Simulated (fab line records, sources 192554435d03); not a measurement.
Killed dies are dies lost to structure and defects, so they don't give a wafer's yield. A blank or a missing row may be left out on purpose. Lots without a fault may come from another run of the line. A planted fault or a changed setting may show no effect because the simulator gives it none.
Chamber matching | flow n5_finfet | N5_BEOL_M5_CO_CAP_78 on cvd_co-02: 3 sister chambers
The step material Co, precursor CCTBA/H2, target thk 2 nm, time 102.1 s. 3 wafers are shown with their chamber, then 12 later ones without.

WAFERS WITH THEIR CHAMBER
wafer  | chamber | heater_power_w (W)
L090.4 | 1       | 226
L090.5 | 2       | 271
L090.6 | 0       | 265

WAFERS WITHOUT THEIR CHAMBER
wafer  | heater_power_w (W)
L095.4 | 273
L095.5 | 229
L095.6 | 266
L093.1 | 265
L093.4 | 273
L093.5 | 271
L089.1 | 229
L089.2 | 276
L089.3 | 269
L096.3 | 267
L096.4 | 273
L096.6 | 226

WHICH CHAMBER EACH WENT THROUGH
wafer  | from the rows above     | in truth
L095.4 | 2                       | 2
L095.5 | 1                       | 1
L095.6 | can't be placed: 0 or 2 | 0
L093.1 | 0                       | 0
L093.4 | 2                       | 2
L093.5 | 2                       | 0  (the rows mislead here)
L089.1 | 1                       | 1
L089.2 | 2                       | 2
L089.3 | can't be placed: 2 or 0 | 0
L096.3 | can't be placed: 0 or 2 | 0
L096.4 | 2                       | 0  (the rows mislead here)
L096.6 | 1                       | 1
Placed correctly: 7 of 12. Can't be placed from these rows: 3 (the true chamber is among the candidates in 3). Placed wrongly: 2.
How it was worked out, from the rows above alone: a wafer's distance from a chamber is the root of the sum, over the readings, of the square of ((its reading less the chamber's mean) divided by the reading's scatter). The wafer belongs to the nearest chamber; if the next one is less than 2 further off, it can't be placed. A chamber's mean is the mean of its shown wafers. The scatter: with one shown wafer a chamber, the root of the mean of the squares of how far each hidden wafer lies from its nearest shown one.
